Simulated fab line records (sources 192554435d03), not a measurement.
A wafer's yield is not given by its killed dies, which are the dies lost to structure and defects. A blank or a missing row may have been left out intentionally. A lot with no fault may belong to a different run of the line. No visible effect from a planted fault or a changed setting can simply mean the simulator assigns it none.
fab line records + flow n5Finfet + part 2 of 2: steps 4 to 6 of 6
record
- lots=20
- wafers=60
- lastDay=19
route steps=1938 shown GATE_CUT@491 MOL_CONTACT_COAG@529
lots that met no fault: taken from a fault-free run of the same line
startH: start of the lot's first displayed wafer, in hours after the record's first day + waitH: hours since the lot's step before + " the same as in the row above + L1.1+2: a single row standing in for several wafers + - value missing, or start not given + * or withheld: withheld + < > ~ a bound
route shown NAME@n: a module of which the file shows steps, and the number in the route of the first + usual: mean/standard deviation taken from wafers without a fault + same: alike in all rows + chamber/n: place in a boat + sites: per-site readings + _std_site: standard deviation across them + _edge_site: the outer-site mean with the inner-site mean subtracted + radiusMm: for every site, how far away it sits from the centre of the wafer + mask NAME#n: copy n + behind: the tool/chamber that last shaped the wafer + hold: the reason the lot was held/the length of the hold in hours/how it ended + device: whichever transistor did not switch (one of n, p or np) + end of line: the route-end tests of the same wafers + a step without rows: its recipe alone + killed: the dies lost at the first sort to structure and to defects; this is not the yield of the wafer + map: a wafer's dies, x killed, . not, _ none there
set.NAME: the run value of the setting; set.NAME@STEP: its run value at that earlier step + model.NAME: the simulator's own value behind a step, which no gauge read
the route's steps for a sample of lots (tables are steps, rows are wafers)
services: the hour from which a tool's chamber was out of use, counted from the record's first day as startH (under 0 if before that day), plus the number of hours and why
## steps
# step N5_MOL_CONTACT_COAG_ETCH_15
# recipe
- chemistry=CH3F/O2
- target=SiNx
- targetDepthA=70
- maskMaterial=SOC
- stopOn=Si:P
- overEtchFrac=0.75
- ionEnergyEv=120
- pressureMtorr=30
- sourceW=395
- biasW=73
- Ar_flow_sccm=150
- CH3F_flow_sccm=30
- O2_flow_sccm=20
# usual
- CH3F_flow_sccm=30.01/0.1
- drypumpMotorCurrentA=5.5/0.37
- oesProductAu=0.59/0.057
- rfFwdPowerW=392.1/1.5
- rfVppV=298/4.2
- showerheadPlenumPTorr=2.03/0.052
- throttleValvePct=16.34/0.19
| lot.wafer | tool       | chamber | startH | waitH | CH3F_flow_sccm | drypumpMotorCurrentA | oesProductAu | rfFwdPowerW | rfHoursCounterH | rfVppV | showerheadPlenumPTorr | throttleValvePct |
|-----------|------------|---------|--------|-------|----------------|----------------------|--------------|-------------|-----------------|--------|-----------------------|------------------|
| L074.2    | rieDiel-02 | 3       | 90.40  | 0.0   | 29.89          | 5.1                  | 0.57         | 391.5       | 142             | 300    | 2.09                  | 16.28            |
| L074.3    | "          | 2       | "      | "     | 29.89          | 5.5                  | 0.55         | 392.5       | 147             | 303    | 2.00                  | 16.23            |
| L074.4    | "          | 0       | "      | "     | 30.06          | 5.7                  | 0.52         | 392.8       | 194             | 300    | 2.06                  | 16.69            |
| L076.2    | rieDiel-02 | 1       | 98.16  | 0.0   | 29.94          | 4.7                  | 0.62         | 392.0       | 68              | 299    | 2.03                  | 16.47            |
| L076.3    | "          | 0       | "      | "     | 30.03          | 5.7                  | 0.52         | 392.9       | 197             | 299    | 2.06                  | 16.68            |
| L076.5    | "          | 1       | "      | "     | 30.01          | 4.7                  | 0.63         | 394.1       | -               | 298    | 2.03                  | 16.49            |
| L077.4    | rieDiel-02 | 1       | 108.62 | 0.0   | 30.06          | 4.7                  | 0.62         | 392.7       | 71              | 297    | 2.03                  | 16.49            |
| L077.5    | "          | 0       | "      | "     | 30.08          | 5.7                  | 0.52         | 391.7       | -               | 298    | 2.06                  | 16.71            |
| L077.6    | "          | 1       | "      | "     | 30.16          | 4.6                  | 0.62         | 393.5       | -               | 298    | 2.03                  | 16.50            |
| L078.1    | rieDiel-04 | 3       | 126.56 | 0.0   | 30.22          | 5.6                  | 0.64         | 393.5       | 37              | 295    | 2.04                  | 16.26            |
| L078.3    | "          | 2       | "      | "     | 29.97          | 5.4                  | 0.64         | 390.7       | 48              | 292    | 2.04                  | 16.28            |
| L078.4    | "          | 1       | "      | "     | 30.09          | 5.4                  | 0.67         | 390.8       | 15              | 292    | 1.96                  | 16.16            |
| L079.2    | rieDiel-02 | 0       | 127.69 | 0.0   | 29.98          | 5.6                  | 0.52         | 392.6       | 204             | 298    | 2.06                  | 16.69            |
| L079.5    | "          | 3       | "      | "     | 30.10          | 5.1                  | 0.56         | 391.7       | -               | 300    | 2.08                  | 16.30            |
| L079.6    | "          | 2       | "      | "     | 29.91          | 5.5                  | 0.54         | 391.5       | -               | 304    | 2.00                  | 16.28            |
| L080.2    | rieDiel-02 | 0       | 131.32 | 0.0   | 30.06          | 5.7                  | 0.52         | 393.1       | 205             | 299    | 2.06                  | 16.72            |
| L080.3    | "          | 3       | "      | "     | 29.88          | 5.1                  | 0.55         | 390.9       | 157             | 298    | 2.08                  | 16.30            |
| L080.6    | "          | 1       | "      | "     | 29.97          | 4.7                  | 0.61         | 393.5       | -               | 296    | 2.02                  | 16.52            |
| L082.2    | rieDiel-04 | 0       | 134.17 | 0.0   | 29.92          | 5.8                  | 0.53         | 391.0       | 205             | 295    | 1.98                  | 16.49            |
| L082.4    | "          | 3       | "      | "     | 29.90          | 5.6                  | 0.63         | 393.3       | 39              | 296    | 2.04                  | 16.28            |
| L082.5    | "          | 0       | "      | "     | 29.87          | 5.8                  | 0.53         | 392.9       | -               | 296    | 1.98                  | 16.49            |
| L083.2    | rieDiel-04 | 3       | 141.42 | 0.0   | 30.02          | 5.6                  | 0.63         | 392.7       | 42              | 297    | 2.04                  | 16.30            |
| L083.3    | "          | 2       | "      | "     | 30.05          | 5.4                  | 0.63         | 394.3       | 54              | 292    | 2.04                  | 16.28            |
| L083.6    | "          | 2       | "      | "     | 30.13          | 5.5                  | 0.64         | 392.6       | -               | 292    | 2.04                  | 16.29            |
| L084.2    | rieDiel-04 | 2       | 149.64 | 0.0   | 29.95          | 5.5                  | 0.64         | 393.1       | 57              | 292    | 2.04                  | 16.29            |
| L084.3    | "          | 1       | "      | "     | 29.90          | 5.4                  | 0.67         | 393.5       | 22              | 293    | 1.96                  | 16.17            |
| L084.4    | "          | 0       | "      | "     | 30.04          | 5.7                  | 0.53         | 392.1       | -               | 296    | 1.98                  | 16.48            |
| L085.1    | rieDiel-02 | 0       | 152.06 | 0.0   | 29.98          | 5.7                  | 0.51         | 392.7       | 213             | 297    | 2.06                  | 16.74            |
| L085.2    | "          | 2       | "      | "     | 29.89          | 5.5                  | 0.54         | 393.5       | 171             | 304    | 1.99                  | 16.26            |
| L085.3    | "          | 3       | "      | "     | 30.16          | 5.1                  | 0.55         | 391.5       | 165             | 298    | 2.08                  | 16.33            |
| L086.4    | rieDiel-02 | 2       | 168.83 | 0.0   | 30.20          | 5.5                  | 0.53         | 391.1       | 176             | 304    | 1.99                  | 16.27            |
| L086.5    | "          | 0       | "      | "     | 30.09          | 5.7                  | 0.51         | 393.0       | -               | 299    | 2.05                  | 16.74            |
| L086.6    | "          | 1       | "      | "     | 30.06          | 4.7                  | 0.61         | 390.8       | -               | 297    | 2.02                  | 16.54            |
| L087.2    | rieDiel-01 | 1       | 171.12 | 0.0   | 30.03          | 5.9                  | 0.50         | 392.0       | 217             | 299    | 2.06                  | 16.43            |
| L087.4    | "          | 0       | "      | "     | 29.98          | 5.2                  | 0.64         | 394.3       | 60              | 306    | 2.11                  | 16.07            |
| L087.5    | "          | 0       | "      | "     | 30.22          | 5.3                  | 0.63         | 392.9       | -               | 305    | 2.11                  | 16.08            |
| L088.2    | rieDiel-01 | 1       | 174.35 | 0.0   | 30.10          | 5.9                  | 0.50         | 391.0       | 218             | 298    | 2.06                  | 16.44            |
| L088.3    | "          | 0       | "      | "     | 30.09          | 5.3                  | 0.63         | 392.4       | 61              | 306    | 2.11                  | 16.06            |
| L088.5    | "          | 1       | "      | "     | 30.11          | 5.9                  | 0.50         | 391.2       | -               | 300    | 2.06                  | 16.43            |
| L089.3    | rieDiel-04 | 1       | 178.38 | 0.0   | 29.72          | 5.4                  | 0.65         | 395.2       | 33              | 292    | 1.95                  | 16.19            |
| L089.4    | "          | 3       | "      | "     | 30.05          | 5.6                  | 0.62         | 391.5       | 50              | 296    | 2.03                  | 16.30            |
| L089.5    | "          | 1       | "      | "     | 29.88          | 5.4                  | 0.65         | 393.8       | -               | 291    | 1.95                  | 16.19            |
| L091.1    | rieDiel-01 | 1       | 190.72 | 0.0   | 30.10          | 5.9                  | 0.50         | 389.1       | 224             | 299    | 2.06                  | 16.44            |
| L091.3    | "          | 2       | "      | "     | 29.92          | 6.1                  | 0.63         | 390.6       | 55              | 303    | 2.12                  | 16.09            |
| L091.6    | "          | 2       | "      | "     | 29.98          | 6.1                  | 0.63         | 389.6       | -               | 302    | 2.12                  | 16.09            |
| L092.2    | rieDiel-01 | 3       | 195.21 | 0.0   | 30.02          | 5.7                  | 0.64         | 391.6       | 48              | 293    | 1.95                  | 16.16            |
| L092.5    | "          | 1       | "      | "     | 29.95          | 5.9                  | 0.50         | 390.8       | -               | 299    | 2.06                  | 16.45            |
| L092.6    | "          | 0       | "      | "     | 29.93          | 5.2                  | 0.63         | 393.6       | -               | 306    | 2.11                  | 16.09            |
| L093.1    | rieDiel-02 | 1       | 203.99 | 0.0   | 29.91          | 4.7                  | 0.59         | 395.7       | 102             | 298    | 2.02                  | 16.55            |
| L093.3    | "          | 2       | "      | "     | 29.99          | 5.5                  | 0.53         | 390.5       | 190             | 303    | 1.99                  | 16.31            |
| L093.6    | "          | 3       | "      | "     | 29.85          | 5.1                  | 0.54         | 391.4       | -               | 299    | 2.08                  | 16.34            |
| L094.1    | rieDiel-01 | 1       | 209.50 | 0.0   | 29.97          | 5.9                  | 0.50         | 391.4       | 231             | 299    | 2.06                  | 16.46            |
| L094.2    | "          | 2       | "      | "     | 29.81          | 6.1                  | 0.63         | 390.4       | 62              | 302    | 2.11                  | 16.11            |
| L094.3    | "          | 3       | "      | "     | 29.96          | 5.7                  | 0.62         | 392.7       | 52              | 296    | 1.95                  | 16.15            |
| L095.2    | rieDiel-01 | 1       | 214.45 | 0.0   | 30.15          | 5.9                  | 0.50         | 388.1       | 232             | 299    | 2.06                  | 16.45            |
| L095.3    | "          | 2       | "      | "     | 30.04          | 6.1                  | 0.63         | 388.9       | 63              | 303    | 2.11                  | 16.10            |
| L095.6    | "          | 3       | "      | "     | 29.91          | 5.7                  | 0.63         | 393.5       | -               | 295    | 1.95                  | 16.15            |
| L096.4    | rieDiel-04 | 1       | 225.98 | 0.0   | 30.13          | 5.4                  | 0.64         | 395.2       | 44              | 292    | 1.95                  | 16.21            |
| L096.5    | "          | 0       | "      | "     | 30.07          | 5.7                  | 0.52         | 391.3       | -               | 294    | 1.97                  | 16.54            |
| L096.6    | "          | 3       | "      | "     | 29.90          | 5.6                  | 0.62         | 391.2       | -               | 295    | 2.03                  | 16.33            |
# step N5_MOL_CONTACT_COAG_SIL_ANNEAL_21
# recipe
- tempC=550
- timeS=60
- ambient=N2
# usual
- lampPowerPct=6.5/0.35
- lamp_zone_5_pct=6.5/0.35
- wafer_temp_C_max=553.8/0.91
| lot.wafer | tool         | chamber | startH | waitH | lampPowerPct | lamp_zone_5_pct | wafer_temp_C_max |
|-----------|--------------|---------|--------|-------|--------------|-----------------|------------------|
| L074.2    | rtpAnneal-01 | 0       | 91.71  | 0.2   | 5.9          | 5.9             | 552.6            |
| L074.3    | "            | 0       | "      | "     | 5.9          | 5.9             | 552.5            |
| L074.4    | "            | 0       | "      | "     | 5.9          | 5.9             | 553.1            |
| L076.2    | rtpAnneal-02 | 0       | 99.92  | 0.5   | 6.7          | 6.7             | 554.1            |
| L076.3    | "            | 0       | "      | "     | 6.7          | 6.7             | 555.0            |
| L076.5    | "            | 0       | "      | "     | 6.7          | 6.7             | 554.3            |
| L077.4    | rtpAnneal-02 | 0       | 110.30 | 0.3   | 6.7          | 6.7             | 554.2            |
| L077.5    | "            | 0       | "      | "     | 6.7          | 6.7             | 554.5            |
| L077.6    | "            | 0       | "      | "     | 6.7          | 6.7             | 554.2            |
| L078.1    | rtpAnneal-02 | 0       | 129.05 | 0.2   | 6.7          | 6.7             | 555.4            |
| L078.3    | "            | 0       | "      | "     | 6.7          | 6.7             | 554.1            |
| L078.4    | "            | 0       | "      | "     | 6.7          | 6.7             | 554.3            |
| L079.2    | rtpAnneal-01 | 0       | 130.17 | 0.2   | 5.9          | 5.9             | 552.5            |
| L079.5    | "            | 0       | "      | "     | 5.9          | 5.9             | 552.7            |
| L079.6    | "            | 0       | "      | "     | 5.9          | 5.9             | 552.6            |
| L080.2    | rtpAnneal-01 | 0       | 132.64 | 0.4   | 5.9          | 5.9             | 552.0            |
| L080.3    | "            | 0       | "      | "     | 5.9          | 5.9             | 552.4            |
| L080.6    | "            | 0       | "      | "     | 5.9          | 5.9             | 553.3            |
| L082.2    | rtpAnneal-02 | 0       | 135.36 | 0.2   | 6.7          | 6.7             | 553.4            |
| L082.4    | "            | 0       | "      | "     | 6.7          | 6.7             | 555.4            |
| L082.5    | "            | 0       | "      | "     | 6.7          | 6.7             | 554.9            |
| L083.2    | rtpAnneal-02 | 0       | 143.51 | 0.2   | 6.7          | 6.7             | 556.3            |
| L083.3    | "            | 0       | "      | "     | 6.7          | 6.7             | 553.3            |
| L083.6    | "            | 0       | "      | "     | 6.7          | 6.7             | 554.0            |
| L084.2    | rtpAnneal-01 | 0       | 151.90 | 0.2   | 5.9          | 5.9             | 552.4            |
| L084.3    | "            | 0       | "      | "     | 5.9          | 5.9             | 552.8            |
| L084.4    | "            | 0       | "      | "     | 5.9          | 5.9             | 552.9            |
| L085.1    | rtpAnneal-02 | 0       | 153.38 | 0.2   | 6.7          | 6.7             | 554.6            |
| L085.2    | "            | 0       | "      | "     | 6.7          | 6.7             | 553.5            |
| L085.3    | "            | 0       | "      | "     | 6.7          | 6.7             | 554.1            |
| L086.4    | rtpAnneal-02 | 0       | 171.59 | 0.3   | 6.7          | 6.7             | 554.2            |
| L086.5    | "            | 0       | "      | "     | 6.7          | 6.7             | 554.2            |
| L086.6    | "            | 0       | "      | "     | 6.7          | 6.7             | 553.2            |
| L087.2    | rtpAnneal-02 | 0       | 172.50 | 0.2   | 6.7          | 6.7             | 554.4            |
| L087.4    | "            | 0       | "      | "     | 6.7          | 6.7             | 554.6            |
| L087.5    | "            | 0       | "      | "     | 6.7          | 6.7             | 555.7            |
| L088.2    | rtpAnneal-02 | 0       | 176.26 | 0.2   | 6.7          | 6.7             | 554.4            |
| L088.3    | "            | 0       | "      | "     | 6.7          | 6.7             | 554.5            |
| L088.5    | "            | 0       | "      | "     | 6.7          | 6.7             | 554.6            |
| L089.3    | rtpAnneal-01 | 0       | 179.83 | 0.3   | 5.9          | 5.9             | 553.6            |
| L089.4    | "            | 0       | "      | "     | 5.9          | 5.9             | 552.8            |
| L089.5    | "            | 0       | "      | "     | 5.9          | 5.9             | 552.3            |
| L091.1    | rtpAnneal-01 | 0       | 191.94 | 0.2   | 5.9          | 5.9             | 552.7            |
| L091.3    | "            | 0       | "      | "     | 5.9          | 5.9             | 552.8            |
| L091.6    | "            | 0       | "      | "     | 5.9          | 5.9             | 553.3            |
| L092.2    | rtpAnneal-02 | 0       | 196.50 | 0.2   | 6.7          | 6.7             | 553.3            |
| L092.5    | "            | 0       | "      | "     | 6.7          | 6.7             | 554.5            |
| L092.6    | "            | 0       | "      | "     | 6.7          | 6.7             | 555.2            |
| L093.1    | rtpAnneal-02 | 0       | 205.12 | 0.2   | 6.7          | 6.7             | 553.7            |
| L093.3    | "            | 0       | "      | "     | 6.7          | 6.7             | 554.5            |
| L093.6    | "            | 0       | "      | "     | 6.7          | 6.7             | 553.6            |
| L094.1    | rtpAnneal-02 | 0       | 211.66 | 0.3   | 6.7          | 6.7             | 553.0            |
| L094.2    | "            | 0       | "      | "     | 6.7          | 6.7             | 553.6            |
| L094.3    | "            | 0       | "      | "     | 6.7          | 6.7             | 554.6            |
| L095.2    | rtpAnneal-02 | 0       | 215.62 | 0.2   | 6.7          | 6.7             | 554.3            |
| L095.3    | "            | 0       | "      | "     | 6.7          | 6.7             | 555.0            |
| L095.6    | "            | 0       | "      | "     | 6.7          | 6.7             | 554.9            |
| L096.4    | rtpAnneal-02 | 0       | 227.52 | 0.3   | 6.7          | 6.7             | 553.9            |
| L096.5    | "            | 0       | "      | "     | 6.7          | 6.7             | 553.1            |
| L096.6    | "            | 0       | "      | "     | 6.7          | 6.7             | 554.6            |
# step N5_MOL_CONTACT_COAG_SPUTTER_143
# recipe
- material=Co
- targetThkA=25
- tempC=25
- chamberPressurePa=0.2
# usual
- throttleValvePct=30.4/1.2
| lot.wafer | tool          | chamber | startH | waitH | throttleValvePct |
|-----------|---------------|---------|--------|-------|------------------|
| L074.2    | pvdSputter-03 | -       | 92.79  | 0.0   | 30.0             |
| L074.3    | "             | -       | "      | "     | 32.6             |
| L074.4    | "             | -       | "      | "     | 29.0             |
| L076.2    | pvdSputter-01 | -       | 100.45 | 0.0   | 30.6             |
| L076.3    | "             | -       | "      | "     | 28.2             |
| L076.5    | "             | -       | "      | "     | 30.6             |
| L077.4    | pvdSputter-01 | -       | 112.50 | 0.0   | 30.7             |
| L077.5    | "             | -       | "      | "     | 28.5             |
| L077.6    | "             | -       | "      | "     | 30.1             |
| L078.1    | pvdSputter-01 | -       | 130.51 | 0.0   | 31.4             |
| L078.3    | "             | -       | "      | "     | 30.4             |
| L078.4    | "             | -       | "      | "     | 30.2             |
| L079.2    | pvdSputter-02 | -       | 130.91 | 0.0   | 30.3             |
| L079.5    | "             | -       | "      | "     | 31.4             |
| L079.6    | "             | -       | "      | "     | 30.3             |
| L080.2    | pvdSputter-01 | -       | 134.60 | 0.0   | 28.2             |
| L080.3    | "             | -       | "      | "     | 31.2             |
| L080.6    | "             | -       | "      | "     | 31.1             |
| L082.2    | pvdSputter-02 | -       | 136.82 | 0.0   | 31.8             |
| L082.4    | "             | -       | "      | "     | 29.1             |
| L082.5    | "             | -       | "      | "     | 30.3             |
| L083.2    | pvdSputter-02 | -       | 143.75 | 0.0   | 29.5             |
| L083.3    | "             | -       | "      | "     | 31.5             |
| L083.6    | "             | -       | "      | "     | 31.2             |
| L084.2    | pvdSputter-03 | -       | 152.66 | 0.0   | 30.1             |
| L084.3    | "             | -       | "      | "     | 29.1             |
| L084.4    | "             | -       | "      | "     | 29.4             |
| L085.1    | pvdSputter-02 | -       | 155.52 | 0.0   | 30.3             |
| L085.2    | "             | -       | "      | "     | 31.1             |
| L085.3    | "             | -       | "      | "     | 31.3             |
| L086.4    | pvdSputter-03 | -       | 172.12 | 0.0   | 30.1             |
| L086.5    | "             | -       | "      | "     | 29.7             |
| L086.6    | "             | -       | "      | "     | 28.9             |
| L087.2    | pvdSputter-03 | -       | 173.08 | 0.0   | 29.6             |
| L087.4    | "             | -       | "      | "     | 32.8             |
| L087.5    | "             | -       | "      | "     | 32.5             |
| L088.2    | pvdSputter-02 | -       | 176.92 | 0.0   | 31.4             |
| L088.3    | "             | -       | "      | "     | 31.1             |
| L088.5    | "             | -       | "      | "     | 31.8             |
| L089.3    | pvdSputter-01 | -       | 180.89 | 0.1   | 30.6             |
| L089.4    | "             | -       | "      | "     | 31.6             |
| L089.5    | "             | -       | "      | "     | 28.5             |
| L091.1    | pvdSputter-02 | -       | 192.55 | 0.0   | 29.3             |
| L091.3    | "             | -       | "      | "     | 31.2             |
| L091.6    | "             | -       | "      | "     | 30.1             |
| L092.2    | pvdSputter-03 | -       | 197.35 | 0.0   | 28.8             |
| L092.5    | "             | -       | "      | "     | 30.1             |
| L092.6    | "             | -       | "      | "     | 29.3             |
| L093.1    | pvdSputter-02 | -       | 206.63 | 0.0   | 31.8             |
| L093.3    | "             | -       | "      | "     | 30.0             |
| L093.6    | "             | -       | "      | "     | 31.2             |
| L094.1    | pvdSputter-01 | -       | 212.49 | 0.1   | 30.4             |
| L094.2    | "             | -       | "      | "     | 30.4             |
| L094.3    | "             | -       | "      | "     | 31.4             |
| L095.2    | pvdSputter-03 | -       | 217.11 | 0.0   | 32.5             |
| L095.3    | "             | -       | "      | "     | 28.8             |
| L095.6    | "             | -       | "      | "     | 29.6             |
| L096.4    | pvdSputter-02 | -       | 228.45 | 0.0   | 29.5             |
| L096.5    | "             | -       | "      | "     | 31.5             |
| L096.6    | "             | -       | "      | "     | 31.5             |
## services
| tool          | chamber | startH | hours | kind                        |
|---------------|---------|--------|-------|-----------------------------|
| rieDiel-04    | -       | 89.16  | 0.4   | repair                      |
| rieDiel-03    | 0       | 109.73 | -     | clean                       |
| rieDiel-03    | 0       | 109.73 | -     | consumableReplace:focusRing |
| rieDiel-03    | 0       | 109.73 | 26.8  | scheduledDown               |
| rieDiel-03    | 0       | 109.73 | 26.8  | ventCycle                   |
| rieDiel-02    | 0       | 113.52 | 7.3   | repair                      |
| rieDiel-01    | 1       | 136.85 | 10.3  | repair                      |
| rieDiel-02    | 1       | 137.28 | 9.5   | repair                      |
| rieDiel-06    | 1       | 144.27 | 14.9  | repair                      |
| rieDiel-04    | 3       | 144.66 | 14.2  | repair                      |
| rtpAnneal-01  | -       | 145.39 | 6.2   | pm                          |
| pvdSputter-01 | -       | 146.86 | 5.2   | repair                      |
| rieDiel-03    | 3       | 152.15 | 13.5  | repair                      |
| rieDiel-03    | -       | 157.17 | 10.0  | pm                          |
| rieDiel-02    | -       | 159.50 | 1.4   | repair                      |
| rieDiel-06    | 1       | 161.77 | -     | clean                       |
| rieDiel-05    | 3       | 175.74 | 3.6   | repair                      |
| rieDiel-01    | 0       | 183.85 | 7.7   | repair                      |
| rieDiel-02    | 3       | 195.74 | 3.8   | repair                      |
| rieDiel-04    | 1       | 207.48 | 14.3  | repair                      |
| rieDiel-03    | 0       | 209.33 | 4.7   | repair                      |
| rieDiel-04    | -       | 209.64 | 0.6   | repair                      |
| rieDiel-04    | 0       | 217.81 | 6.3   | repair                      |
| rieDiel-02    | 2       | 227.15 | 4.2   | repair                      |
